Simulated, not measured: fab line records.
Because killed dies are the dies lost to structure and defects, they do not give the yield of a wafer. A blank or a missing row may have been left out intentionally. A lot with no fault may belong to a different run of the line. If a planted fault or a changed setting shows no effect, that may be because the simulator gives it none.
Struck lot and sound lot, side by side + flow n5_finfet + 19 steps out of a route of 1938
Sound: the wafers L938.1, L938.3, L938.4. Wafers L929.3, L929.5, L929.6 were the ones struck. The cause is given at the end.
Each step with rows lists, per side, the tool, then ch with its chambers, then its first start. Under that, the readings that differ: sound wafers + struck wafers + difference of the means + sigmas: that difference in standard deviations of wafers without a fault.
alike: same words and numbers on both sides, and readings whose means sit less than 2 such deviations apart. not compared: any withheld reading, any reading some wafer has no value for, any bound like >300 that may hide the same value, and any number with overlapping values for which the record gives no deviation.
The two part at a step that has a row with sigmas, a row that says differs or no value, or rows on one side only. Numbers that have no deviation but don't overlap get no sigmas and don't part them. A reading that every wafer of one side lacks parts them only if that side has two wafers or more.

first, 7 steps without rows for these wafers: N5_BEOL_M13_COAT_04 (resist thk 400 nm); N5_BEOL_M13_EBR_06; N5_BEOL_M13_SOFTBAKE_05 (time 60 s); N5_BEOL_M13_EXPOSE_07 (exposes mask V12); N5_BEOL_M13_PEB_08 (peb time 90 s); N5_BEOL_M13_DEVELOP_09 (develop time 45 s); N5_BEOL_M13_HARDBAKE_14 (time 120 s).
N5_BEOL_M13_CD_MEAS_10: the cd target is 190 nm.
  sound on cd_sem-03 ch 0, day 15 23:34; struck on cd_sem-01 ch 0, day 12 13:45
  alike: cd_nm
N5_BEOL_M13_OVL_MEAS_11:
  sound on overlay-01 ch 0, day 15 23:36; struck on overlay-02 ch 0, day 12 13:47
  alike: V12_OVL
N5_BEOL_M13_INSPECT_12: inspects for defects (macro).
  sound: defect_inspect-02 at day 15 23:37; struck: defect_inspect-01 at day 12 13:48
  alike: raw_defect_count
N5_BEOL_M13_DESCUM_15: chemistry O2, time 7.9 s.
  sound on rie_diel-03 ch 1,2,3, day 15 23:43; struck on rie_diel-04 ch 0,1, day 12 13:50
| reading                         | sound             | struck            | difference | sigmas |
|---------------------------------|-------------------|-------------------|------------|--------|
| rf_vpp_V (V)                    | 241.4 242.3 242.0 | 243.9 243.5 245.0 | +2.2       | +2     |
| showerhead_plenum_p_Torr (Torr) | 2.00 2.03 2.11    | 2.16 2.17 2.16    | +0.12      | +2     |
  alike: drypump_motor_current_A, oes_product_au, throttle_valve_pct
  not compared: rf_hours_counter_h
N5_BEOL_M13_ETCH_59: etches BARC in N2/H2, target depth 89 nm, overetch 26.7 nm, time 67.9 s.
  sound on rie_diel-03 ch 1,2,3, day 15 23:46; struck on rie_diel-04 ch 0,1, day 12 13:52
| reading                         | sound          | struck         | difference | sigmas |
|---------------------------------|----------------|----------------|------------|--------|
| showerhead_plenum_p_Torr (Torr) | 2.40 2.51 2.56 | 2.63 2.65 2.63 | +0.15      | +2     |
  alike: bias_w, chamber_pressure_mTorr, drypump_motor_current_A, oes_product_au, rf_vpp_V, throttle_valve_pct
  not compared: rf_hours_counter_h
N5_BEOL_M13_VIA_ETCH_16: etches SiOC in C4F8/O2/Ar, target depth 921.7 nm.
  sound on rie_diel-03 ch 1,2,3, day 15 23:49; struck on rie_diel-04 ch 0,1, day 12 13:55
  no value came back on the struck wafers for any of 7 readings (C4F8_flow_sccm (sccm), O2_flow_sccm (sccm) and others); on the sound wafers C4F8_flow_sccm (sccm) reads 15.05 15.05 15.02
| reading                                    | sound        | struck          | difference | sigmas |
|--------------------------------------------|--------------|-----------------|------------|--------|
| model.coat_of_BEOL_M13_COAT_04.thk_nm (nm) | 74.8 68.2 66 | 321.8 320.4 321 | +251.4     |        |
N5_BEOL_M13_STRIP_63: strips in N2/H2.
  sound on plasma_asher-01 ch 0,1, day 16 00:08; struck on plasma_asher-01 ch 0,1, day 12 14:11
| reading                      | sound             | struck            | difference | sigmas |
|------------------------------|-------------------|-------------------|------------|--------|
| oes_product_au (a.u.)        | 0.677 0.679 0.674 | 0.856 0.855 0.840 | +0.174     | +35    |
| strip_time_to_endpoint_s (s) | 29.1 27.2 26.4    | 93.9 93.6 93.7    | +66.2      | +60    |
  alike: drypump_motor_current_A, heater_power_w
  not compared: rf_hours_counter_h
N5_BEOL_M13_STRIP_64: strips in N2/H2.
  sound on plasma_asher-01 ch 0,1, day 16 00:12; struck on plasma_asher-01 ch 0,1, day 12 14:14
| reading                      | sound             | struck            | difference | sigmas |
|------------------------------|-------------------|-------------------|------------|--------|
| strip_time_to_endpoint_s (s) | 31.11 31.27 31.27 | 31.33 31.44 31.36 | +0.16      | +2     |
  alike: drypump_motor_current_A, heater_power_w, oes_product_au
  not compared: rf_hours_counter_h
then, 2 steps without rows for these wafers: N5_BEOL_M13_STRIP_71 (strips in post etch residue remover, time 60 s); N5_BEOL_M13_SRD_72 (time 30 s, dry time 30 s).
N5_BEOL_M13_CD_MEAS_17: the cd target is 190 nm.
  sound: cd_sem-03 at day 16 00:21; struck: cd_sem-02 at day 12 14:22
| reading    | sound             | struck | difference                    | sigmas |
|------------|-------------------|--------|-------------------------------|--------|
| cd_nm (nm) | 190.4 189.2 190.3 | - - -  | no value on the struck wafers |        |
then, 1 step without rows for these wafers: N5_BEOL_M13_COAT_65 (time 60 s, resist thk 350 nm).

WHERE THEY PART
First at N5_BEOL_M13_DESCUM_15; last, within this record, at N5_BEOL_M13_CD_MEAS_17.

WHY: whatever the simulator had introduced
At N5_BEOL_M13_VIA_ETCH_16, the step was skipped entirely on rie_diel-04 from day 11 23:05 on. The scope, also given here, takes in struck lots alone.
